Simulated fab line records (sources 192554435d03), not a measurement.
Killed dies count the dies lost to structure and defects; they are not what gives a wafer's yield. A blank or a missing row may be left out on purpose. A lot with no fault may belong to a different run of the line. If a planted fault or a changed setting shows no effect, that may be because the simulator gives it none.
Which tool is to blame? + flow n5Finfet + 72 wafers from 24 lots sampled at 2 of the route's 1938 steps

## WHAT EACH GAUGE READ, for each wafer
N5_BEOL_M9_INSPECT_58: inspects for defects (darkfield). Usual: rawDefectCount at 68, with a standard deviation of 23.
| lot  | measured     | on               | rawDefectCount | flag |
|------|--------------|------------------|----------------|------|
| L074 | day 10 13:02 | defectInspect-02 | 65 143 143     |      |
| L076 | day 11 00:04 | defectInspect-01 | 122 126 85     |      |
| L075 | day 11 00:13 | defectInspect-01 | 64 29 67       |      |
| L079 | day 11 14:41 | defectInspect-02 | 76 64 75       |      |
| L077 | day 11 20:01 | defectInspect-02 | 52 36 57       |      |
| L078 | day 12 05:00 | defectInspect-01 | 46 52 61       |      |
| L080 | day 12 12:48 | defectInspect-02 | 81 73 71       |      |
| L082 | day 12 22:39 | defectInspect-01 | 42 86 56       |      |
| L081 | day 13 08:18 | defectInspect-01 | 87 67 44       |      |
| L084 | day 13 10:14 | defectInspect-01 | 91 48 93       |      |
| L086 | day 13 14:34 | defectInspect-01 | 65 78 60       |      |
| L085 | day 14 08:10 | defectInspect-01 | 74 51 87       |      |
| L083 | day 14 09:31 | defectInspect-01 | 62 84 39       |      |
| L087 | day 14 12:32 | defectInspect-01 | 54 60 90       |      |
| L088 | day 14 12:56 | defectInspect-02 | 37 31 43       |      |
| L089 | day 14 15:18 | defectInspect-01 | 49 67 59       |      |
| L090 | day 14 20:36 | defectInspect-01 | 55 60 83       |      |
| L091 | day 15 18:29 | defectInspect-01 | 48 45 53       |      |
| L092 | day 15 18:46 | defectInspect-02 | 81 96 78       |      |
| L093 | day 15 19:01 | defectInspect-02 | 98 62 77       |      |
| L094 | day 15 20:53 | defectInspect-02 | 56 80 82       |      |
| L095 | day 16 04:31 | defectInspect-02 | 88 96 84       |      |
| L096 | day 17 01:20 | defectInspect-01 | 35 53 43       |      |
| L097 | day 17 05:53 | defectInspect-01 | 60 27 45       |      |

N5_BEOL_M10_THK_MEAS_01. Usual: M10_ILD_THK 268.3 nm, standard deviation 2.9.
| lot  | measured     | on           | M10_ILD_THK (nm)  | flag |
|------|--------------|--------------|-------------------|------|
| L074 | day 10 13:42 | filmMetro-02 | 262.8 268.0 264.8 |      |
| L076 | day 11 01:10 | filmMetro-01 | 266.1 273.6 270.6 |      |
| L075 | day 11 00:51 | filmMetro-01 | 261.4 266.9 263.6 |      |
| L079 | day 11 15:19 | filmMetro-01 | 266.4 272.1 271.5 |      |
| L077 | day 11 20:41 | filmMetro-02 | 268.9 265.3 269.4 |      |
| L078 | day 12 05:38 | filmMetro-01 | 264.2 267.3 267.9 |      |
| L080 | day 12 14:09 | filmMetro-02 | 268.2 264.0 270.2 |      |
| L082 | day 12 23:17 | filmMetro-01 | 265.7 267.9 269.5 |      |
| L081 | day 13 09:02 | filmMetro-01 | 268.6 266.8 268.6 |      |
| L084 | day 13 10:53 | filmMetro-01 | 262.2 259.7 267.9 |      |
| L086 | day 13 15:12 | filmMetro-02 | 269.6 272.9 270.0 |      |
| L085 | day 14 08:49 | filmMetro-02 | 266.8 266.4 271.0 |      |
| L083 | day 14 10:08 | filmMetro-01 | 266.4 264.8 267.8 |      |
| L087 | day 14 13:10 | filmMetro-01 | 265.1 273.0 271.2 |      |
| L088 | day 14 14:04 | filmMetro-02 | 270.3 267.7 269.9 |      |
| L089 | day 14 15:58 | filmMetro-02 | 265.6 268.3 272.4 |      |
| L090 | day 14 21:13 | filmMetro-01 | 269.2 273.2 270.1 |      |
| L091 | day 15 19:07 | filmMetro-02 | 266.0 269.7 273.5 |      |
| L092 | day 15 19:23 | filmMetro-01 | 266.1 265.6 268.9 |      |
| L093 | day 15 19:39 | filmMetro-01 | 267.7 269.8 268.4 |      |
| L094 | day 15 21:31 | filmMetro-02 | 267.5 263.5 265.8 |      |
| L095 | day 16 05:09 | filmMetro-01 | 267.1 270.8 271.5 |      |
| L096 | day 17 01:58 | filmMetro-02 | 267.3 267.1 268.0 |      |
| L097 | day 17 06:31 | filmMetro-01 | 269.1 273.5 270.2 |      |

## EACH LOT AND THE TOOL THAT RAN IT (in order: tool; ch and the chambers of the sampled wafers; start)
Record: no process step prior to these readings.

## WHAT THE TOOLS THEMSELVES READ (means of the sampled wafers that have a number; where no wafer has one, the mark that the record gives instead)
The record holds no such reading with a usual standard deviation.

## THE ANSWER, worked out from the rows above alone
Rule: a lot is off if the mean of its wafers that have a number lies more than 3 standard deviations from the usual mean. A lot without any number at a reading at which 4 lots or more have one is off too. Any other lot the step has rows for is counted as sound. The gauges are gone through in route order, then the tools' own readings, and for those a lot's mean is taken as printed above. The first step at which some lot is off is used, and at that step the reading that is off furthest; a lot without a number counts as furthest.
Across all readings shown, no lot is off: no conclusion can be drawn from this.

## WHAT WAS PUT IN BY THE SIMULATOR
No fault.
